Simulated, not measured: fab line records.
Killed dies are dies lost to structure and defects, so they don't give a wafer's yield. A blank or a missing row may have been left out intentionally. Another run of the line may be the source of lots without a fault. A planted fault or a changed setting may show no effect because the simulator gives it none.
The tool behind it: which one? | flow nand harc | Sampling: 24 lots, 72 wafers, 5 of 1159 route steps

## WHAT THE GAUGES SHOWED, per wafer
NHARC_P_M2_THK_MEAS_24: measures by xrf. Usual: 144.8 nm for thk nm, sd 1.5.
lot  | measured     | on            | thk nm (nm)       | flag
L075 | day 6 11:55  | film metro-01 | 145.5 145.4 146.8 |
L074 | day 6 12:40  | film metro-02 | 144.2 141.9 145.6 |
L076 | day 7 00:39  | film metro-01 | 142.9 145.0 143.6 |
L077 | day 7 01:08  | film metro-01 | 141.9 143.2 143.6 |
L078 | day 7 03:40  | film metro-02 | 143.4 143.8 145.4 |
L079 | day 7 11:10  | film metro-02 | 143.8 146.6 144.4 |
L080 | day 7 23:51  | film metro-01 | 141.7 141.7 144.1 |
L081 | day 8 00:43  | film metro-01 | 141.6 143.8 142.8 |
L082 | day 8 09:05  | film metro-02 | 142.2 143.7 144.1 |
L083 | day 8 11:38  | film metro-01 | 146.5 143.6 145.5 |
L084 | day 8 12:46  | film metro-02 | 147.1 141.1 143.9 |
L087 | day 9 13:01  | film metro-01 | 144.6 146.4 144.2 |
L085 | day 9 13:33  | film metro-01 | 146.0 146.1 144.7 |
L086 | day 9 14:09  | film metro-01 | 144.9 142.2 147.5 |
L089 | day 9 23:33  | film metro-02 | 146.7 146.9 146.8 |
L088 | day 10 00:37 | film metro-02 | 145.3 143.6 142.4 |
L090 | day 10 08:07 | film metro-01 | 143.4 145.3 145.7 |
L091 | day 10 12:08 | film metro-02 | 143.6 144.9 144.6 |
L092 | day 10 19:12 | film metro-02 | 145.0 145.6 143.8 |
L093 | day 11 04:10 | film metro-01 | 146.2 144.1 144.5 |
L094 | day 11 09:42 | film metro-01 | 145.5 146.3 147.6 |
L095 | day 11 16:08 | film metro-02 | 142.4 143.3 144.5 |
L096 | day 11 17:26 | film metro-01 | 145.6 146.1 145.4 |
L097 | day 12 02:06 | film metro-02 | 144.3 144.1 146.2 |

NHARC_A_ONON_D1_THK_MEAS_14: measures by ellipsometry. Usual: 1001 nm for thk nm, sd 8.6.
lot  | measured     | on            | thk nm (nm)    | flag
L075 | day 7 19:50  | film metro-01 | 1001 1003 1000 |
L074 | day 7 20:03  | film metro-01 | 990 992 992    |
L076 | day 8 08:28  | film metro-01 | 997 997 997    |
L077 | day 8 08:28  | film metro-02 | 1000 1000 1001 |
L078 | day 8 08:29  | film metro-02 | 998 1000 999   |
L079 | day 8 18:16  | film metro-02 | 1002 1001 1001 |
L080 | day 9 09:38  | film metro-02 | 1012 1013 1013 |
L081 | day 9 09:34  | film metro-01 | 996 994 995    |
L082 | day 9 15:49  | film metro-01 | 994 995 993    |
L083 | day 9 15:44  | film metro-01 | 1007 1006 1007 |
L084 | day 9 21:50  | film metro-02 | 1000 1001 1001 |
L087 | day 10 20:47 | film metro-01 | 1025 1023 1024 |
L085 | day 10 20:49 | film metro-02 | 1011 1011 1011 |
L086 | day 10 20:49 | film metro-01 | 993 996 996    |
L089 | day 11 10:05 | film metro-01 | 993 995 995    |
L088 | day 11 10:04 | film metro-02 | 997 997 997    |
L090 | day 11 17:36 | film metro-02 | 995 998 995    |
L091 | day 11 17:25 | film metro-02 | 987 989 988    |
L092 | day 12 02:53 | film metro-02 | 993 995 994    |
L093 | day 12 12:20 | film metro-01 | 1014 1014 1012 |
L094 | day 12 16:55 | film metro-02 | 1012 1012 1012 |
L095 | day 12 22:33 | film metro-02 | 1007 1005 1008 |
L096 | day 12 22:25 | film metro-01 | 1001 1003 1003 |
L097 | day 13 10:59 | film metro-02 | 986 988 986    |

NHARC_A_ONON_D1_THK_MEAS_21: measures by ellipsometry. Usual: 1002 nm for thk nm, sd 12.
lot  | measured     | on            | thk nm (nm)    | flag
L075 | day 8 03:21  | film metro-02 | 984 984 985    |
L074 | day 8 03:22  | film metro-02 | 991 991 991    |
L076 | day 8 16:13  | film metro-02 | 1024 1024 1023 |
L077 | day 8 16:12  | film metro-02 | 1004 1003 1002 |
L078 | day 8 16:19  | film metro-02 | 1019 1019 1018 |
L079 | day 9 01:58  | film metro-01 | 1011 1011 1009 |
L080 | day 9 17:14  | film metro-01 | 985 985 987    |
L081 | day 9 17:14  | film metro-02 | 1010 1009 1009 |
L082 | day 10 03:18 | film metro-02 | 991 991 990    |
L083 | day 10 03:18 | film metro-01 | 1020 1021 1019 |
L084 | day 10 03:19 | film metro-01 | 1002 1001 1002 |
L087 | day 11 04:25 | film metro-01 | 989 989 990    |
L085 | day 11 04:32 | film metro-02 | 1021 1020 1019 |
L086 | day 11 04:47 | film metro-01 | 995 995 994    |
L089 | day 11 17:49 | film metro-02 | 1010 1009 1011 |
L088 | day 11 17:50 | film metro-01 | 1000 999 1001  |
L090 | day 12 01:03 | film metro-01 | 1004 1005 1004 |
L091 | day 12 01:03 | film metro-02 | 1017 1016 1016 |
L092 | day 12 12:16 | film metro-01 | 1004 1004 1005 |
L093 | day 12 22:11 | film metro-01 | 987 988 985    |
L094 | day 12 22:12 | film metro-01 | 1004 1003 1004 |
L095 | day 13 07:03 | film metro-02 | 984 985 983    |
L096 | day 13 07:03 | film metro-02 | 990 991 990    |
L097 | day 13 18:34 | film metro-02 | 1001 1001 1001 |

NHARC_A_CHANNEL_HOLE_D1_CD_MEAS_30. Usual: 90.1 nm for cd nm, sd 0.97.
lot  | measured     | on        | cd nm (nm)     | flag
L075 | day 8 17:29  | cd sem-02 | 90.9 91.3 92.8 |
L074 | day 8 21:38  | cd sem-03 | 89.6 90.5 90.4 |
L076 | day 9 05:16  | cd sem-03 | 90.3 90.2 89.3 |
L077 | day 9 05:17  | cd sem-01 | 89.5 89.4 89.6 |
L078 | day 9 09:18  | cd sem-01 | 89.9 90.0 91.1 |
L079 | day 9 13:50  | cd sem-03 | 89.8 89.6 89.5 |
L080 | day 10 05:35 | cd sem-02 | 89.9 91.1 90.5 |
L081 | day 10 05:50 | cd sem-02 | 89.7 90.5 90.7 |
L082 | day 10 15:23 | cd sem-03 | 90.4 90.7 90.1 |
L083 | day 10 15:31 | cd sem-02 | 88.2 91.1 88.5 |
L084 | day 10 19:35 | cd sem-01 | 90.4 89.4 89.8 |
L087 | day 11 16:49 | cd sem-01 | 89.9 90.9 89.8 |
L085 | day 11 16:58 | cd sem-03 | 90.9 89.8 90.4 |
L086 | day 11 20:56 | cd sem-03 | 88.0 89.8 88.5 |
L089 | day 12 06:47 | cd sem-03 | 88.3 89.2 88.6 |
L088 | day 12 07:54 | cd sem-01 | 91.1 90.3 91.7 |
L090 | day 12 13:10 | cd sem-03 | 89.8 90.2 90.1 |
L091 | day 12 12:51 | cd sem-02 | 91.6 88.9 88.5 |
L092 | day 13 00:04 | cd sem-01 | 90.0 89.5 90.4 |
L093 | day 13 11:43 | cd sem-03 | 91.1 90.4 88.9 |
L094 | day 13 15:23 | cd sem-02 | 89.2 91.7 88.9 |
L095 | day 13 21:23 | cd sem-02 | 91.8 91.1 91.0 |
L096 | day 13 19:39 | cd sem-02 | 91.4 89.6 90.7 |
L097 | day 14 07:14 | cd sem-02 | 89.5 90.4 90.0 |

## WHICH TOOL RAN EACH LOT (tool, then ch and the chambers of the sampled wafers, then the start)
lot  | NHARC_P_BONDPAD_CMP_32
L075 | cmp-04 ch 2,3, day 6 13:14
L074 | cmp-03 ch 0,1, day 6 13:46
L076 | cmp-03 ch 0,2, day 7 01:50
L077 | cmp-04 ch 2,3, day 7 02:15
L078 | cmp-03 ch 1,2,3, day 7 04:51
L079 | cmp-04 ch 0,1,2, day 7 12:20
L080 | cmp-03 ch 0,1,2, day 8 01:00
L081 | cmp-02 ch 0,3, day 8 01:50
L082 | cmp-02 ch 0,1, day 8 10:14
L083 | cmp-04 ch 1,2, day 8 12:46
L084 | cmp-02 ch 0,1, day 8 13:53
L087 | cmp-02 ch 0,1,3, day 9 14:20
L085 | cmp-02 ch 0,1,2, day 9 15:32
L086 | cmp-02 ch 0,1,3, day 9 15:19
L089 | cmp-03 ch 1,3, day 10 00:48
L088 | cmp-03 ch 0,2,3, day 10 01:44
L090 | cmp-02 ch 0,1,2, day 10 09:24
L091 | cmp-04 ch 1,2,3, day 10 13:35
L092 | cmp-03 ch 0,1,2, day 10 20:38
L093 | cmp-03 ch 0,2, day 11 05:43
L094 | cmp-02 ch 1,2, day 11 10:56
L095 | cmp-04 ch 0,1,2, day 11 17:15
L096 | cmp-02 ch 0,2,3, day 11 18:35
L097 | cmp-02 ch 1,3, day 12 03:18
- NHARC_P_BONDPAD_CMP_32: polishes SiCN, target thk 200 nm.

## AS READ BY THE TOOLS THEMSELVES (means over the sampled wafers that have a number; for cases with no such wafer, the mark the record gives instead)
NHARC_P_BONDPAD_CMP_32. Usual: 12.4 A for motor current A, sd 1.3.
lot  | tool   | motor current A (A) | flag
L075 | cmp-04 | 11.8                |
L074 | cmp-03 | 12.2                |
L076 | cmp-03 | 10.6                |
L077 | cmp-04 | 11.8                |
L078 | cmp-03 | 13.3                |
L079 | cmp-04 | 12.0                |
L080 | cmp-03 | 12.0                |
L081 | cmp-02 | 13.5                |
L082 | cmp-02 | 12.4                |
L083 | cmp-04 | 11.3                |
L084 | cmp-02 | 12.7                |
L087 | cmp-02 | 13.4                |
L085 | cmp-02 | 11.3                |
L086 | cmp-02 | 12.7                |
L089 | cmp-03 | 13.4                |
L088 | cmp-03 | 11.3                |
L090 | cmp-02 | 11.8                |
L091 | cmp-04 | 12.1                |
L092 | cmp-03 | 12.6                |
L093 | cmp-03 | 12.0                |
L094 | cmp-02 | 11.2                |
L095 | cmp-04 | 11.8                |
L096 | cmp-02 | 12.6                |
L097 | cmp-02 | 13.5                |

## THE ANSWER, worked out from the rows above alone
Rule: lot off if the mean of its wafers having a number is beyond 3 standard deviations from the usual mean. A lot without any number at a reading at which 4 lots or more have one is off too. Any other lot the step has rows for is counted as sound. Order of review: gauges by route order, followed by the tools' own readings, for which a lot's mean as printed above is used. At the first step where some lot is off, the reading lying furthest off is the one used; lots without a number count as furthest.
Nothing can be told from this: no lot is off at any reading shown.

## WHAT THE SIMULATOR HAD INSERTED
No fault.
